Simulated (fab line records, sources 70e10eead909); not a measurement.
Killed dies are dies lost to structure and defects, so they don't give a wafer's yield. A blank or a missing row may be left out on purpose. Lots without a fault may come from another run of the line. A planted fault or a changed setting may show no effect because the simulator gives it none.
fab line records | flow nand_harc
record lots=6 wafers=14 last_day=24
route steps=1159 shown P_GATE@164 P_CONTACT@217 END@1159
lots that met no fault: from a run of the same line without faults
start_h: hours from the record's first day to the start of the lot's first wafer shown | wait_h: hours since the lot's step before | " the same as in the row above | L1.1+2: a row that stands for several wafers | - no value, or no start given | * or withheld: withheld | < > ~ a bound
route shown NAME@n: a module of which the file shows steps, and the number in the route of the first | usual: mean/standard deviation of fault-free wafers | same: alike in all rows | chamber/n: place in a boat | sites: the reading at each site | _std_site: their standard deviation | _edge_site: outer sites' mean less inner sites' | radius_mm: how far each site lies from the wafer's centre | mask NAME#n: copy n | behind: the tool/chamber that last shaped the wafer | hold: why the lot was held/for how many hours/how that ended | device: the transistor (n, p or np) that didn't switch | end of line: the same wafers' tests at the end of the route | a step without rows: its recipe alone | killed: dies lost to structure and defects at the first sort, not the wafer's yield | map: a wafer's dies, x killed, . not, _ none there
set.NAME: the setting as run; set.NAME@STEP: as run at that earlier step | model.NAME: the simulator's own value behind a step, which no gauge read
lots at some steps of the route; a table a step, a row a wafer
services: from which hour (start_h, from the record's first day; less than 0 if before it) a tool's chamber was out of use, for how many hours, and why
## steps
# step NHARC_P_GATE_COAT_40
# recipe spin_rpm=3000
# step NHARC_P_GATE_SOFTBAKE_41
# recipe temp_c=122 time_s=95
# step NHARC_P_GATE_EBR_42
# step NHARC_P_GATE_EXPOSE_43
# recipe na=0.6 target_cd_nm=720 dose_mj=14.81 mask_id=P_NSD
# step NHARC_P_GATE_PEB_44
# recipe peb_temp_c=118 peb_time_s=85
# step NHARC_P_GATE_DEVELOP_45
# recipe time_s=70
# step NHARC_P_GATE_CD_MEAS_46
# recipe target_cd_nm=720 landing_energy_ev=500
# usual cd_nm=720.7/2.2
# columns lot.wafer tool chamber start_h wait_h cd_nm
L573.1 cd_sem-03 0 105.50 - 719.7
L573.2 " 0 " " 719.3
L573.3 " 0 " " 717.7
L579.2 cd_sem-03 0 147.48 - 717.0
L579.3 " 0 " " 719.2
L579.6 " 0 " " 719.1
L583.1 cd_sem-01 0 162.98 - 717.8
L585.5 cd_sem-02 0 177.18 - 717.6
L591.1 cd_sem-01 0 213.31 - 721.9
L591.3 " 0 " " 719.7
L591.6 " 0 " " 722.1
L593.2 cd_sem-02 0 229.92 - 721.8
L593.4 " 0 " " 720.8
L593.6 " 0 " " 722.0
# step NHARC_P_GATE_HARDBAKE_47
# recipe temp_c=125 time_s=80
# step NHARC_P_GATE_DESCUM_48
# recipe time_s=3 o2_flow_sccm=200 ar_flow_sccm=0 bias_power_w=0 chemistry=O2
# step NHARC_P_GATE_IMPLANT_49
# recipe energy_kev=30 dose_cm2=3e+15 tilt_deg=7
# step NHARC_P_GATE_STRIP_111
# recipe power_w=1500 temp_c=110 time_s=250 chemistry=N2/H2
# usual drypump_motor_current_A=5.6/0.47 heater_power_w=94/5.6
# columns lot.wafer tool chamber start_h wait_h drypump_motor_current_A heater_power_w rf_hours_counter_h
L573.1 plasma_asher-02 1 106.05 0.2 5.8 97 28
L573.2 " 0 " " 6.2 85 28
L573.3 " 1 " " 5.8 94 -
L579.2 plasma_asher-02 0 148.08 0.2 6.2 84 43
L579.3 " 0 " " 6.2 83 -
L579.6 " 1 " " 5.9 95 -
L583.1 plasma_asher-01 0 163.57 0.2 4.9 91 19
L585.5 plasma_asher-01 0 177.94 0.3 4.9 94 -
L591.1 plasma_asher-01 1 213.89 0.2 5.8 100 38
L591.3 " 0 " " 5.0 94 -
L591.6 " 0 " " 4.9 92 -
L593.2 plasma_asher-01 1 230.54 0.3 5.8 97 45
L593.4 " 0 " " 5.0 92 -
L593.6 " 1 " " 5.8 98 -
# step NHARC_P_GATE_STRIP_75
# recipe power_w=1500 temp_c=250 chemistry=O2
# step NHARC_P_GATE_STRIP_50
# recipe time_s=900 temp_c=130 chemistry=SPM
# columns lot.wafer tool chamber start_h wait_h
L573.2+3+1 wet_bench-06 4,5,0 106.51 0.1
L579.6+3+2 wet_bench-06 7,1,2 148.49 0.1
L583.1 wet_bench-06 5 163.98 0.1
L585.5 wet_bench-06 5 178.14 0.1
L591.3+1+6 wet_bench-09 3,5,7 214.30 0.1
L593.2+4+6 wet_bench-09 1,2,3 230.94 0.1
# step NHARC_P_GATE_DEHYDRATE_51
# recipe temp_c=150 time_s=120
# step NHARC_P_GATE_HMDS_52
# recipe time_s=30
# step NHARC_P_GATE_COAT_53
# recipe spin_rpm=3000
# step NHARC_P_GATE_SOFTBAKE_54
# recipe temp_c=122 time_s=95
# step NHARC_P_GATE_EBR_55
# step NHARC_P_GATE_EXPOSE_56
# recipe na=0.6 target_cd_nm=720 dose_mj=14.81 mask_id=P_PSD
# step NHARC_P_GATE_PEB_57
# recipe peb_temp_c=118 peb_time_s=85
# step NHARC_P_GATE_DEVELOP_58
# recipe time_s=70
# step NHARC_P_GATE_CD_MEAS_59
# recipe target_cd_nm=720 landing_energy_ev=500
# usual cd_nm=718.5/2.6
# columns lot.wafer tool chamber start_h wait_h cd_nm
L573.1 cd_sem-01 0 107.29 - 724.8
L573.2 " 0 " " 722.0
L573.3 " 0 " " 721.8
L579.2 cd_sem-01 0 149.27 - 719.1
L579.3 " 0 " " 720.2
L579.6 " 0 " " 718.2
L583.1 cd_sem-02 0 164.76 - 715.4
L585.5 cd_sem-01 0 178.92 - 721.3
L591.1 cd_sem-02 0 215.06 - 720.1
L591.3 " 0 " " 717.1
L591.6 " 0 " " 715.5
L593.2 cd_sem-02 0 231.72 - 718.4
L593.4 " 0 " " 717.1
L593.6 " 0 " " 714.6
# step NHARC_P_GATE_HARDBAKE_60
# recipe temp_c=125 time_s=80
# step NHARC_P_GATE_DESCUM_61
# recipe time_s=3 o2_flow_sccm=200 ar_flow_sccm=0 bias_power_w=0 chemistry=O2
# step NHARC_P_GATE_IMPLANT_62
# recipe energy_kev=20 dose_cm2=3e+15 tilt_deg=7
# step NHARC_P_GATE_STRIP_112
# recipe power_w=1500 temp_c=110 time_s=200 chemistry=N2/H2
# step NHARC_P_GATE_STRIP_76
# recipe power_w=1500 temp_c=250 chemistry=O2
# usual drypump_motor_current_A=5.6/0.47 heater_power_w=350/21
# columns lot.wafer tool chamber start_h wait_h drypump_motor_current_A heater_power_w rf_hours_counter_h
L573.2 plasma_asher-02 0 108.24 0.2 6.2 319 29
L573.1 " 1 " " 5.8 349 29
L573.3 " 1 " " 5.9 367 -
L579.2 plasma_asher-01 0 150.06 0.2 4.9 340 14
L579.3 " 1 " " 5.7 373 -
L579.6 " 1 " " 5.7 370 -
L583.1 plasma_asher-01 1 165.63 0.2 5.7 373 20
L585.5 plasma_asher-01 1 179.75 0.1 5.8 384 -
L591.1 plasma_asher-02 1 216.02 0.2 5.8 359 8
L591.3 " 1 " " 5.9 359 -
L591.6 " 1 " " 5.9 352 -
L593.2 plasma_asher-01 0 232.58 0.2 4.9 348 46
L593.4 " 0 " " 4.9 351 -
L593.6 " 1 " " 5.8 379 -
# step NHARC_P_GATE_STRIP_63
# recipe time_s=900 temp_c=130 chemistry=SPM
# step NHARC_P_GATE_DEHYDRATE_83
# recipe temp_c=150 time_s=120
# step NHARC_P_GATE_HMDS_84
# recipe time_s=30
# step NHARC_P_GATE_COAT_85
# recipe spin_rpm=3000
# step NHARC_P_GATE_SOFTBAKE_86
# recipe temp_c=122 time_s=95
# step NHARC_P_GATE_EBR_87
# step NHARC_P_GATE_EXPOSE_88
# recipe na=0.6 target_cd_nm=2000 dose_mj=11.87 mask_id=P_HVN
# step NHARC_P_GATE_PEB_89
# recipe peb_temp_c=118 peb_time_s=85
# step NHARC_P_GATE_DEVELOP_90
# recipe time_s=70
# step NHARC_P_GATE_CD_MEAS_91
# recipe target_cd_nm=2000 landing_energy_ev=500
# usual cd_nm=1998.6/2.8
# columns lot.wafer tool chamber start_h wait_h cd_nm
L573.1 cd_sem-01 0 109.04 - 1998.9
L573.2 " 0 " " 2000.4
L573.3 " 0 " " 1999.5
L579.2 cd_sem-02 0 150.98 - 1997.9
L579.3 " 0 " " 1999.9
L579.6 " 0 " " 1999.4
L583.1 cd_sem-03 0 166.56 - 1999.1
L585.5 cd_sem-02 0 180.50 - 1995.5
L591.1 cd_sem-02 0 216.94 - 1998.9
L591.3 " 0 " " 2000.3
L591.6 " 0 " " 1996.4
L593.2 cd_sem-03 0 233.49 - 1999.9
L593.4 " 0 " " 1999.0
L593.6 " 0 " " 1996.1
# step NHARC_P_GATE_HARDBAKE_92
# recipe temp_c=125 time_s=80
# step NHARC_P_GATE_DESCUM_93
# recipe time_s=3 o2_flow_sccm=200 ar_flow_sccm=0 bias_power_w=0 chemistry=O2
# usual drypump_motor_current_A=5.7/0.44 oes_product_au=1.002/0.013 rf_vpp_V=57.6/0.85 showerhead_plenum_p_Torr=1.90/0.095 throttle_valve_pct=11.310/0.0091
# same bias_power_w=0
# columns lot.wafer tool chamber start_h wait_h drypump_motor_current_A oes_product_au rf_hours_counter_h rf_vpp_V showerhead_plenum_p_Torr throttle_valve_pct
L573.1 rie_diel-13 3 109.23 - 6.1 0.969 0 57.7 2.08 11.298
L573.2 " 0 " " 6.1 0.989 0 58.1 1.83 11.307
L573.3 " 1 " " 6.0 0.991 0 57.4 1.88 11.299
L579.2 rie_diel-03 1 151.14 - 5.4 1.011 20 58.5 2.06 11.306
L579.3 " 1 " " 5.4 1.007 - 58.5 2.06 11.299
L579.6 " 1 " " 5.4 1.011 - 58.2 2.06 11.320
L583.1 rie_diel-03 3 166.74 - 6.5 0.999 22 57.3 1.83 11.311
L585.5 rie_diel-13 3 180.70 - 6.1 0.972 - 59.5 2.07 11.313
L591.1 rie_diel-13 3 217.30 - 6.1 0.990 33 57.6 2.07 11.315
L591.3 " 1 " " 6.0 0.991 33 58.9 1.87 11.327
L591.6 " 3 " " 6.1 0.984 - 59.1 2.06 11.302
L593.2 rie_diel-13 3 233.65 - 6.2 0.999 43 58.1 2.06 11.305
L593.4 " 2 " " 5.0 0.997 41 57.2 1.88 11.308
L593.6 " 3 " " 6.2 0.997 - 58.5 2.06 11.321
# step NHARC_P_GATE_IMPLANT_94
# recipe energy_kev=60 dose_cm2=2e+15 tilt_deg=7
# step NHARC_P_GATE_STRIP_113
# recipe power_w=1500 temp_c=110 time_s=740 chemistry=N2/H2
# usual drypump_motor_current_A=5.7/0.46 heater_power_w=93/5.9
# columns lot.wafer tool chamber start_h wait_h drypump_motor_current_A heater_power_w rf_hours_counter_h
L573.2 plasma_asher-02 1 109.59 0.2 5.9 94 29
L573.1 " 0 " " 6.2 85 29
L573.3 " 0 " " 6.2 84 -
L579.2 plasma_asher-02 0 151.77 0.4 6.2 86 44
L579.3 " 0 " " 6.2 83 -
L579.6 " 0 " " 6.2 86 -
L583.1 plasma_asher-01 0 167.28 0.3 4.9 93 21
L585.5 plasma_asher-01 0 181.63 0.7 4.9 94 -
L591.1 plasma_asher-01 0 217.65 0.2 4.9 91 40
L591.3 " 1 " " 5.8 103 -
L591.6 " 1 " " 5.8 102 -
L593.2 plasma_asher-02 0 234.14 0.3 6.2 83 14
L593.4 " 1 " " 5.9 95 -
L593.6 " 1 " " 5.9 99 -
# step NHARC_P_GATE_STRIP_95
# recipe power_w=1500 temp_c=250 chemistry=O2
# usual drypump_motor_current_A=5.7/0.46 heater_power_w=349/22
# columns lot.wafer tool chamber start_h wait_h drypump_motor_current_A heater_power_w rf_hours_counter_h
L573.2 plasma_asher-02 1 110.30 0.6 5.9 359 30
L573.1 " 0 " " 6.2 312 30
L573.3 " 0 " " 6.2 317 -
L579.2 plasma_asher-02 0 152.37 0.5 6.2 317 45
L579.3 " 0 " " 6.2 322 -
L579.6 " 0 " " 6.2 323 -
L583.1 plasma_asher-01 0 167.99 0.6 4.9 347 22
L585.5 plasma_asher-01 0 - - 5.0 339 -
L591.1 plasma_asher-01 0 218.37 0.6 4.9 346 41
L591.3 " 1 " " 5.8 373 -
L591.6 " 1 " " 5.8 384 -
L593.2 plasma_asher-02 0 234.75 0.5 6.2 317 15
L593.4 " 1 " " 5.9 368 -
L593.6 " 1 " " 5.9 359 -
# step NHARC_P_GATE_INSPECT_68
# usual raw_defect_count=181/59
# columns lot.wafer tool chamber start_h wait_h hold raw_defect_count
L573.1 defect_inspect-01 - 112.12 0.2 - 139
L573.2 " - " " - 176
L573.3 " - " " - 344
L579.2 defect_inspect-02 - 154.20 0.1 - 178
L579.3 " - " " - 162
L579.6 " - " " - 193
L583.1 defect_inspect-01 - 170.09 0.2 await_dispo/0.2h/release 600
L583.1 defect_inspect-01 - 170.26 0.2 - 619
L585.5 defect_inspect-02 - 183.79 0.1 await_dispo/0.2h/release 440
L585.5 defect_inspect-02 - 183.96 0.2 - 452
L591.1 defect_inspect-01 - 220.19 0.2 - 86
L591.3 " - " " - 252
L591.6 " - " " - 151
L593.2 defect_inspect-01 - 236.59 0.1 - 146
L593.4 " - " " - 191
L593.6 " - " " - 218
# step NHARC_P_CONTACT_DEP_30
# recipe target_thk_a=300 temp_c=400 target_thk_nm=30 flow_sccm=200 rf_w=450 material=SiNx
# usual heater_power_w=703/100
# columns lot.wafer tool chamber start_h wait_h hold heater_power_w since_wet_clean_h
L573.1 pecvd-04 2 112.19 0.1 - 619 85
L573.2 " 0 " " - 799 85
L573.3 " 1 " " - 748 85
L579.2 pecvd-01 0 154.27 0.1 - 645 85
L579.3 " 0 " " - 636 -
L579.6 " 1 " " - 629 -
L583.1 pecvd-01 2 172.76 2.5 await_dispo/2.4h/release 676 104
L585.5 pecvd-04 0 185.34 1.4 await_dispo/1.2h/release 713 -
L591.3 pecvd-01 0 220.29 0.1 - 656 151
L591.1 " 1 " " - 585 151
L591.6 " 2 " " - 604 -
L593.2 pecvd-04 2 236.66 0.1 - 640 28
L593.6 " 2 " " - 638 -
L593.4 " 1 " " - 828 -
# step NHARC_END_SORT_01
# recipe temp_c=25
# usual killed_at_array=27/11 killed_at_other=0.7/1.1 killed_at_periphery=3.6/2.4 killed_dies=32/11 killed_open=3.3/1.8 killed_short=2.1/1.5
# same gross_dies=677
# columns lot.wafer tool chamber start_h wait_h killed_at_array killed_at_other killed_at_periphery killed_dies killed_open killed_short
L583.1 prober-01 0 558.20 2.5 33 2 47 82 2 3
L585.5 prober-01 0 568.36 3.7 24 0 38 62 3 0
# killed by level:class
L583.1 P_GATE:unspecified=44 A_CHANNEL_HOLE_D1:chamber_film_flake=12 A_STAIRCASE:chamber_film_flake=12 A_SLIT:chamber_film_flake=5 A_CONTACT:chamber_film_flake=2 P_GATE:geometric_particle:open=1 P_M2:geometric_particle:open=1 A_ONON_D1:geometric_particle:short=1
L585.5 P_GATE:unspecified=37 A_CHANNEL_HOLE_D1:chamber_film_flake=14 A_CONTACT:chamber_film_flake=5 A_STAIRCASE:chamber_film_flake=2 P_CONTACT:geometric_particle:open=1 A_ONON_D1:geometric_particle:open=1 A_CONTACT:geometric_particle:open=1 A_SLIT:chamber_film_flake=1
# map L583.1 (x killed, . not)
____________.____________
_________.....xx_________
_______.........xx_______
______...........x.______
_____.......x......._____
____...........x.....____
____......x..........____
___...................___
___.......x...........___
__.....................__
__.....................__
_.........x............._
_......................._
_......................._
_......................._
_.................x....._
.........................
.........................
.xxx...............x...x.
.........................
.x.......................
_xxxx..................._
_.x.................x.x._
_...........x.....xxxxx._
_..x......x.x...xx.xxxxx_
_xxx....x.........xxxxxx_
__........x.......xxxxx__
__.......x........xxxxx__
___.....x..xx....xxxxx___
___.....xx........xxxx___
____..............xxx____
____..............x.x____
_____..............x_____
______.............______
_______..........._______
_________......._________
____________.____________
# map L585.5 (x killed, . not)
____________.____________
_________....x.._________
_______..........._______
______.............______
_____..............._____
____.................____
____.................____
___...................___
___...........x.......___
__.........x...........__
__..................x..__
_......................._
_......................._
_......................._
_......................._
_....x...............x.._
.x.......................
.........................
.x.......................
..................x...x..
.xxx...............x.....
_xxx...............x...._
_xx....................._
_xxx................xx.x_
_.x................xxxxx_
_.................xxxxxx_
__................xxxxx__
__.................xxxx__
___...............xxxx___
___..........x....xxxx___
____...............xx____
____..............xxx____
_____..............._____
______.............______
_______..........._______
_________....x.._________
____________.____________
## services
# columns tool chamber start_h hours kind
pecvd-01 1 96.11 2.6 repair
pecvd-04 - 96.67 0.9 repair
plasma_asher-01 - 99.00 9.0 pm
plasma_asher-01 0 99.00 9.0 vent_cycle
plasma_asher-01 1 99.00 9.0 vent_cycle
rie_diel-13 - 99.04 9.0 pm
plasma_asher-01 0 108.00 - clean
wet_bench-09 - 112.80 8.0 pm
wet_bench-06 - 129.60 8.0 pm
pecvd-01 2 135.80 30.1 repair
pecvd-04 0 138.36 8.4 repair
pecvd-01 1 142.07 6.4 repair
rie_diel-03 0 146.55 8.5 repair
rie_diel-03 3 147.82 10.4 repair
plasma_asher-02 - 152.71 2.3 repair
plasma_asher-02 - 163.33 7.7 repair
plasma_asher-02 - 183.00 9.0 pm
plasma_asher-02 0 183.00 9.0 vent_cycle
plasma_asher-02 1 183.00 9.0 vent_cycle
plasma_asher-02 0 192.00 - clean
plasma_asher-02 1 192.00 - clean
pecvd-04 - 195.23 13.0 pm
wet_bench-06 - 224.90 11.4 repair
pecvd-04 - 230.87 0.7 repair
## key
first_sign step=NHARC_P_GATE_INSPECT_68 reading=raw_defect_count direction=up sigmas=5.7 usual=181 struck=520
effect step=NHARC_P_GATE_INSPECT_68 reading=hold direction=added
effect step=NHARC_END_SORT_01 reading=killed_at_periphery direction=up sigmas=16 usual=3.6 struck=42.5
more_kills_born_at NHARC_P_GATE_STRIP_50@wet_bench-06=81
met_at NHARC_P_GATE_STRIP_50
struck_wafers L583.1,L585.5
tester_left_out L583,L585
onset_between 106.51 163.98
fault kind=chamber_particle_source tool=wet_bench-06 chamber=5 onset_h=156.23 steps=NHARC_P_GATE_STRIP_50 rate_per_visit_cm2=0.4912 end_h=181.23
# tester_left_out: of these lots the tester's yield and bins aren't shown, on N5 and GAA mostly nor the transistor test; their killed dies are dies lost to structure and defects alone, not to doping, threshold or leakage, so they don't give the yield
